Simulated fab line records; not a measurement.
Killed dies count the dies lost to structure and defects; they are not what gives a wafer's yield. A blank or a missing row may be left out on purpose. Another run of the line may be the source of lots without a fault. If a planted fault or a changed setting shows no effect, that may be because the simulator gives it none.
fab line records ; flow n5Finfet
record: lots: 7; wafers: 39
route steps=1938 shown BEOL_M12@1649 BEOL_M14@1762 BEOL_M15@1820
startH: the number of hours between the record's first day and the start of the first shown wafer of the lot ; waitH: how many hours have passed since the lot's step before this one ; " repeats the value in the row above ; L1.1+2: a single row standing in for several wafers ; - no value, or no start was given ; * or withheld: withheld ; < > ~ a bound
route shown NAME@n: NAME is a module with steps in the file, n the number in the route of the first one ; usual: mean/standard deviation of fault-free wafers ; same: alike in all rows ; chamber/n: place in a boat ; sites: per-site readings ; _std_site: standard deviation across them ; _edge_site: inner sites' mean taken away from outer sites' mean ; radiusMm: how far each site lies from the wafer's centre ; mask NAME#n: copy n ; behind: the tool/chamber that last shaped the wafer ; hold: what put the lot on hold/how long, in hours/how the hold closed ; device: names the non-switching transistor (n, p or np) ; end of line: the route-end tests of the same wafers ; step lacking rows: just its recipe ; killed: count of dies lost to structure and defects at first sort (not the wafer's yield) ; map: per-die view of a wafer (x killed, . not killed, _ where there is no die)
set.NAME: setting as actually run; set.NAME@STEP: the setting as run at that earlier step ; model.NAME: the simulator's own value behind a step, which no gauge read
lots run with intentionally changed settings; tables by step, rows by wafer
== steps ==
step: N5_BEOL_M12_SPUTTER_44
recipe: material: Ta; targetThkA: 100; tempC: 50; biasV: 80; powerW: 15000; chamberPressurePa: 0.07; timeS: 16.13
lot.wafer;tool;chamber;startH;waitH;set.timeS;model.Ta_of_BEOL_M12_SPUTTER_44.thkNm
L076.1+6;pvdSputter-02;-;249.24;0.0;16.13;10.2
L076.2+3+4+5;pvdSputter-02;-;249.24;0.0;16.13;10.4
L079.1+4+5;pvdSputter-01;-;273.52;0.0;16.13;10
L084.1+3;pvdSputter-02;-;307.39;0.0;20.75;13
L084.2+6;pvdSputter-02;-;307.39;0.0;16.13;10
L084.4;pvdSputter-02;-;307.39;0.0;16.13;10.2
L084.5;pvdSputter-02;-;307.39;0.0;20.75;12.8
L085.1+5;pvdSputter-02;-;308.31;0.0;16.13;10.2
L085.2;pvdSputter-02;-;308.31;0.0;16.13;10.4
L085.3+4;pvdSputter-02;-;308.31;0.0;10.24;6.8
L085.6;pvdSputter-02;-;308.31;0.0;10.24;6.6
L088.1+3+6;pvdSputter-03;-;354.04;0.0;16.13;10
L088.2+4;pvdSputter-03;-;354.04;0.0;11.93;7.4
L088.5;pvdSputter-03;-;354.04;0.0;11.93;7.6
L092.1+3+5;pvdSputter-03;-;362.21;0.0;16.13;10
L092.2+4+6;pvdSputter-03;-;362.21;0.0;16.13;9.8
L097.1+5;pvdSputter-03;-;407.16;0.0;16.13;10
L097.2+3+6;pvdSputter-03;-;407.16;0.0;13.16;8.2
L097.4;pvdSputter-03;-;407.16;0.0;16.13;10.2
step: N5_BEOL_M12_SPUTTER_45
recipe: material: Cu; targetThkA: 800; tempC: -20; biasV: 60; powerW: 26000; chamberPressurePa: 0.13; timeS: 13.33
step: N5_BEOL_M12_ECD_47
recipe: material: Cu; targetThkA: 7200
step: N5_BEOL_M12_ANNEAL_48
recipe: tempC: 225; timeS: 90; ambient: N2
step: N5_BEOL_M12_CMP_49
recipe: stopOn: SiOC; tOverpolishS: 20.6; downForcePsi: 1; platenRpm: 50; clearingPlatenDownForcePsi: 1.5; clearingPlatenRpm: 50; postCmpClean: cuAlkaline; targetThkNm: 320; clearingPlatenPadVelocityMS: 0.99484; padVelocityMS: 0.99484
usual: barrierFieldEndpointS: 30.3/0.81
lot.wafer;tool;chamber;startH;waitH;set.timeS@BEOL_M12_SPUTTER_44;barrierFieldEndpointS
L076.3;cmp-02;1;250.35;0.2;16.13;30.6
L076.4;cmp-02;2;250.35;0.2;16.13;30.2
L076.1;cmp-02;3;250.35;0.2;16.13;30.3
L076.2;cmp-02;0;250.35;0.2;16.13;30.0
L076.5;cmp-02;1;250.35;0.2;16.13;31.3
L076.6;cmp-02;2;250.35;0.2;16.13;30.3
L079.1;cmp-02;0;274.45;0.3;16.13;30.6
L079.4;cmp-02;1;274.45;0.3;16.13;29.7
L079.5;cmp-02;3;274.45;0.3;16.13;29.5
L084.3;cmp-02;3;308.03;0.2;20.75;33.7
L084.4;cmp-02;0;308.03;0.2;16.13;29.6
L084.1;cmp-02;1;308.03;0.2;20.75;33.9
L084.2;cmp-02;2;308.03;0.2;16.13;29.9
L084.5;cmp-02;3;308.03;0.2;20.75;33.3
L084.6;cmp-02;0;308.03;0.2;16.13;29.9
L085.4;cmp-01;0;308.95;0.1;10.24;25.6
L085.2;cmp-01;1;308.95;0.1;16.13;31.7
L085.3;cmp-01;2;308.95;0.1;10.24;25.9
L085.1;cmp-01;3;308.95;0.1;16.13;32.1
L085.6;cmp-01;0;308.95;0.1;10.24;26.4
L085.5;cmp-01;1;308.95;0.1;16.13;30.9
L088.1;cmp-01;0;354.68;0.3;16.13;31.3
L088.4;cmp-01;1;354.68;0.3;11.93;27.0
L088.3;cmp-01;2;354.68;0.3;16.13;29.8
L088.2;cmp-01;3;354.68;0.3;11.93;28.7
L088.6;cmp-01;0;354.68;0.3;16.13;31.8
L088.5;cmp-01;1;354.68;0.3;11.93;27.8
L092.3;cmp-02;0;362.85;0.2;16.13;29.9
L092.1;cmp-02;1;362.85;0.2;16.13;30.0
L092.2;cmp-02;2;362.85;0.2;16.13;28.9
L092.4;cmp-02;3;362.85;0.2;16.13;28.6
L092.6;cmp-02;0;362.85;0.2;16.13;29.3
L092.5;cmp-02;1;362.85;0.2;16.13;29.3
L097.4;cmp-01;0;408.07;0.1;16.13;29.5
L097.1;cmp-01;1;408.07;0.1;16.13;29.8
L097.2;cmp-01;2;408.07;0.1;13.16;27.0
L097.3;cmp-01;3;408.07;0.1;13.16;29.4
L097.6;cmp-01;0;408.07;0.1;13.16;28.2
L097.5;cmp-01;1;408.07;0.1;16.13;30.4
step: N5_BEOL_M14_SPUTTER_43
recipe: material: TaN; targetThkA: 150; tempC: 50; biasV: 168.6; powerW: 15000; chamberPressurePa: 0.12; timeS: 24.19
lot.wafer;tool;chamber;startH;waitH;set.targetThkA;model.TaN_of_BEOL_M14_SPUTTER_43.thkNm
L076.1+5+6;pvdSputter-03;-;261.44;0.0;150;15
L076.2;pvdSputter-03;-;261.44;0.0;150;15.2
L076.3;pvdSputter-03;-;261.44;0.0;150;14.8
L076.4;pvdSputter-03;-;261.44;0.0;150;14.6
L079.1+5;pvdSputter-03;-;286.18;0.0;150;15
L079.4;pvdSputter-03;-;286.18;0.0;150;15.2
L084.1;pvdSputter-02;-;317.15;0.0;150;15.2
L084.2+5;pvdSputter-02;-;317.15;0.0;150;14.8
L084.3+4+6;pvdSputter-02;-;317.15;0.0;150;15
L085.1+2;pvdSputter-02;-;319.01;0.0;150;14.8
L085.3+6;pvdSputter-02;-;319.01;0.0;202.2;20.2
L085.4;pvdSputter-02;-;319.01;0.0;150;15
L085.5;pvdSputter-02;-;319.01;0.0;202.2;20
L088.1+2;pvdSputter-03;-;371.05;0.0;150;14.6
L088.3+5+6;pvdSputter-03;-;371.05;0.0;194.4;19.2
L088.4;pvdSputter-03;-;371.05;0.0;150;14.8
L092.1+6;pvdSputter-03;-;371.53;0.0;150;14.8
L092.2+3+5;pvdSputter-03;-;371.53;0.0;150;15
L092.4;pvdSputter-03;-;371.53;0.0;150;15.2
L097.1+5+6;pvdSputter-03;-;417.90;0.0;90.59;9
L097.2;pvdSputter-03;-;417.90;0.0;150;14.8
L097.3+4;pvdSputter-03;-;417.90;0.0;150;15
step: N5_BEOL_M14_SPUTTER_44
recipe: material: Ta; targetThkA: 150; tempC: 50; biasV: 80; powerW: 15000; chamberPressurePa: 0.07; timeS: 24.19
step: N5_BEOL_M14_SPUTTER_45
recipe: material: Cu; targetThkA: 1000; tempC: -20; biasV: 60; powerW: 26000; chamberPressurePa: 0.13; timeS: 16.67
step: N5_BEOL_M14_ECD_47
recipe: material: Cu; targetThkA: 12480
step: N5_BEOL_M14_ANNEAL_48
recipe: tempC: 225; timeS: 90; ambient: N2
step: N5_BEOL_M14_CMP_49
recipe: stopOn: SiO2; tOverpolishS: 5.2; downForcePsi: 2; platenRpm: 80; clearingPlatenDownForcePsi: 2; clearingPlatenRpm: 80; postCmpClean: cuAlkaline; targetThkNm: 560; clearingPlatenPadVelocityMS: 1.5917; padVelocityMS: 1.5917
usual: barrierFieldEndpointS: 11.34/0.19
lot.wafer;tool;chamber;startH;waitH;set.targetThkA@BEOL_M14_SPUTTER_43;barrierFieldEndpointS
L076.3;cmp-02;0;262.22;0.2;150;11.19
L076.1;cmp-02;1;262.22;0.2;150;11.05
L076.2;cmp-02;2;262.22;0.2;150;11.18
L076.4;cmp-02;3;262.22;0.2;150;11.05
L076.5;cmp-02;0;262.22;0.2;150;11.16
L076.6;cmp-02;1;262.22;0.2;150;11.19
L079.4;cmp-04;2;286.98;0.2;150;11.52
L079.1;cmp-04;3;286.98;0.2;150;11.30
L079.5;cmp-04;1;286.98;0.2;150;11.39
L084.1;cmp-03;3;318.04;0.3;150;11.61
L084.4;cmp-03;0;318.04;0.3;150;11.49
L084.2;cmp-03;1;318.04;0.3;150;11.64
L084.3;cmp-03;2;318.04;0.3;150;11.56
L084.6;cmp-03;3;318.04;0.3;150;11.38
L084.5;cmp-03;0;318.04;0.3;150;11.39
L085.4;cmp-04;2;319.79;0.1;150;11.46
L085.1;cmp-04;3;319.79;0.1;150;11.10
L085.3;cmp-04;0;319.79;0.1;202.2;13.32
L085.2;cmp-04;1;319.79;0.1;150;11.35
L085.6;cmp-04;2;319.79;0.1;202.2;13.42
L085.5;cmp-04;3;319.79;0.1;202.2;13.17
L088.2;cmp-04;2;371.83;0.2;150;11.09
L088.4;cmp-04;3;371.83;0.2;150;11.03
L088.3;cmp-04;0;371.83;0.2;194.4;12.82
L088.1;cmp-04;1;371.83;0.2;150;10.98
L088.5;cmp-04;2;371.83;0.2;194.4;12.89
L088.6;cmp-04;3;371.83;0.2;194.4;12.70
L092.4;cmp-02;2;372.36;0.1;150;11.35
L092.1;cmp-02;3;372.36;0.1;150;11.18
L092.3;cmp-02;0;372.36;0.1;150;11.33
L092.2;cmp-02;1;372.36;0.1;150;11.45
L092.5;cmp-02;2;372.36;0.1;150;11.57
L092.6;cmp-02;3;372.36;0.1;150;11.21
L097.1;cmp-03;3;418.66;0.3;90.59;9.10
L097.2;cmp-03;0;418.66;0.3;150;11.07
L097.3;cmp-03;1;418.66;0.3;150;11.16
L097.4;cmp-03;2;418.66;0.3;150;11.30
L097.5;cmp-03;3;418.66;0.3;90.59;9.07
L097.6;cmp-03;0;418.66;0.3;90.59;9.02
step: N5_BEOL_M15_SPUTTER_44
recipe: material: Ta; targetThkA: 150; tempC: 50; biasV: 80; powerW: 15000; chamberPressurePa: 0.07; timeS: 24.19
lot.wafer;tool;chamber;startH;waitH;set.targetThkA;model.Ta_of_BEOL_M15_SPUTTER_44.thkNm
L076.1;pvdSputter-01;-;269.62;0.0;150;15.2
L076.2+4+5+6;pvdSputter-01;-;269.62;0.0;150;15
L076.3;pvdSputter-01;-;269.62;0.0;150;14.8
L079.1+4+5;pvdSputter-01;-;295.20;0.0;150;14.6
L084.1;pvdSputter-01;-;322.71;0.0;199.9;20.2
L084.2+5;pvdSputter-01;-;322.71;0.0;199.9;20
L084.3+4+6;pvdSputter-01;-;322.71;0.0;150;15
L085.1+4;pvdSputter-03;-;326.25;0.0;124.5;12.6
L085.2+3+6;pvdSputter-03;-;326.25;0.0;150;15.4
L085.5;pvdSputter-03;-;326.25;0.0;124.5;12.8
L088.1+2+3;pvdSputter-02;-;376.59;0.0;77.62;7.6
L088.4+5;pvdSputter-02;-;376.59;0.0;150;15
L088.6;pvdSputter-02;-;376.59;0.0;150;14.8
L092.1+5;pvdSputter-02;-;379.36;0.0;96.19;9.4
L092.2;pvdSputter-02;-;379.36;0.0;150;14.4
L092.3;pvdSputter-02;-;379.36;0.0;96.19;9.2
L092.4+6;pvdSputter-02;-;379.36;0.0;150;14.6
L097.1;pvdSputter-03;-;423.38;0.0;150;15.4
L097.2;pvdSputter-03;-;423.38;0.0;236.4;23.6
L097.3;pvdSputter-03;-;423.38;0.0;236.4;23.4
L097.4;pvdSputter-03;-;423.38;0.0;150;15.2
L097.5;pvdSputter-03;-;423.38;0.0;236.4;23.8
L097.6;pvdSputter-03;-;423.38;0.0;150;14.8
step: N5_BEOL_M15_SPUTTER_45
recipe: material: Cu; targetThkA: 1000; tempC: -20; biasV: 60; powerW: 26000; chamberPressurePa: 0.13; timeS: 16.67
step: N5_BEOL_M15_ECD_47
recipe: material: Cu; targetThkA: 18600
step: N5_BEOL_M15_ANNEAL_48
recipe: tempC: 225; timeS: 90; ambient: N2
step: N5_BEOL_M15_CMP_49
recipe: stopOn: SiO2; tOverpolishS: 4.9; downForcePsi: 2; platenRpm: 80; clearingPlatenDownForcePsi: 2; clearingPlatenRpm: 80; postCmpClean: cuAlkaline; targetThkNm: 850; clearingPlatenPadVelocityMS: 1.5917; padVelocityMS: 1.5917
usual: barrierFieldEndpointS: 11.47/0.25
lot.wafer;tool;chamber;startH;waitH;set.targetThkA@BEOL_M15_SPUTTER_44;barrierFieldEndpointS
L076.2;cmp-03;3;270.36;0.2;150;11.35
L076.4;cmp-03;0;270.36;0.2;150;11.48
L076.1;cmp-03;1;270.36;0.2;150;11.31
L076.3;cmp-03;2;270.36;0.2;150;11.20
L076.6;cmp-03;3;270.36;0.2;150;11.45
L076.5;cmp-03;0;270.36;0.2;150;11.60
L079.1;cmp-01;1;295.98;0.3;150;11.45
L079.4;cmp-01;2;295.98;0.3;150;11.24
L079.5;cmp-01;0;295.98;0.3;150;11.35
L084.2;cmp-01;0;323.61;0.2;199.9;13.54
L084.4;cmp-01;1;323.61;0.2;150;11.46
L084.1;cmp-01;2;323.61;0.2;199.9;13.71
L084.3;cmp-01;3;323.61;0.2;150;12.45
L084.5;cmp-01;0;323.61;0.2;199.9;13.32
L084.6;cmp-01;1;323.61;0.2;150;11.89
L085.4;cmp-01;2;327.25;0.2;124.5;10.17
L085.3;cmp-01;3;327.25;0.2;150;11.93
L085.1;cmp-01;0;327.25;0.2;124.5;10.31
L085.2;cmp-01;1;327.25;0.2;150;11.32
L085.5;cmp-01;2;327.25;0.2;124.5;10.46
L085.6;cmp-01;3;327.25;0.2;150;11.78
L088.3;cmp-04;3;379.78;0.2;77.62;8.96
L088.2;cmp-04;0;379.78;0.2;77.62;8.77
L088.1;cmp-04;1;379.78;0.2;77.62;8.79
L088.4;cmp-04;2;379.78;0.2;150;11.59
L088.5;cmp-04;3;379.78;0.2;150;11.36
L088.6;cmp-04;0;379.78;0.2;150;11.80
L092.1;cmp-04;1;381.17;0.3;96.19;9.43
L092.2;cmp-04;2;381.17;0.3;150;11.24
L092.4;cmp-04;3;381.17;0.3;150;10.94
L092.3;cmp-04;0;381.17;0.3;96.19;8.96
L092.5;cmp-04;1;381.17;0.3;96.19;9.29
L092.6;cmp-04;2;381.17;0.3;150;11.21
L097.2;cmp-03;0;424.13;0.2;236.4;15.10
L097.1;cmp-03;1;424.13;0.2;150;11.58
L097.4;cmp-03;2;424.13;0.2;150;11.61
L097.3;cmp-03;3;424.13;0.2;236.4;14.85
L097.6;cmp-03;0;424.13;0.2;150;11.43
L097.5;cmp-03;1;424.13;0.2;236.4;15.08
== key ==
split: step: N5_BEOL_M12_SPUTTER_44; setting: timeS; stated: 16.13; by: wafer
response: step: N5_BEOL_M12_SPUTTER_44; reading: model.Ta_of_BEOL_M12_SPUTTER_44.thkNm; change: +0.0982; per: 1%; r: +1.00
response: step: N5_BEOL_M12_CMP_49; reading: barrierFieldEndpointS; change: +0.135; per: 1%; r: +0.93
split: step: N5_BEOL_M14_SPUTTER_43; setting: targetThkA; stated: 150; by: wafer
response: step: N5_BEOL_M14_SPUTTER_43; reading: model.TaN_of_BEOL_M14_SPUTTER_43.thkNm; change: +0.151; per: 1%; r: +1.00
response: step: N5_BEOL_M14_CMP_49; reading: barrierFieldEndpointS; change: +0.0562; per: 1%; r: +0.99
split: step: N5_BEOL_M15_SPUTTER_44; setting: targetThkA; stated: 150; by: wafer
response: step: N5_BEOL_M15_SPUTTER_44; reading: model.Ta_of_BEOL_M15_SPUTTER_44.thkNm; change: +0.149; per: 1%; r: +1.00
response: step: N5_BEOL_M15_CMP_49; reading: barrierFieldEndpointS; change: +0.0573; per: 1%; r: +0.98
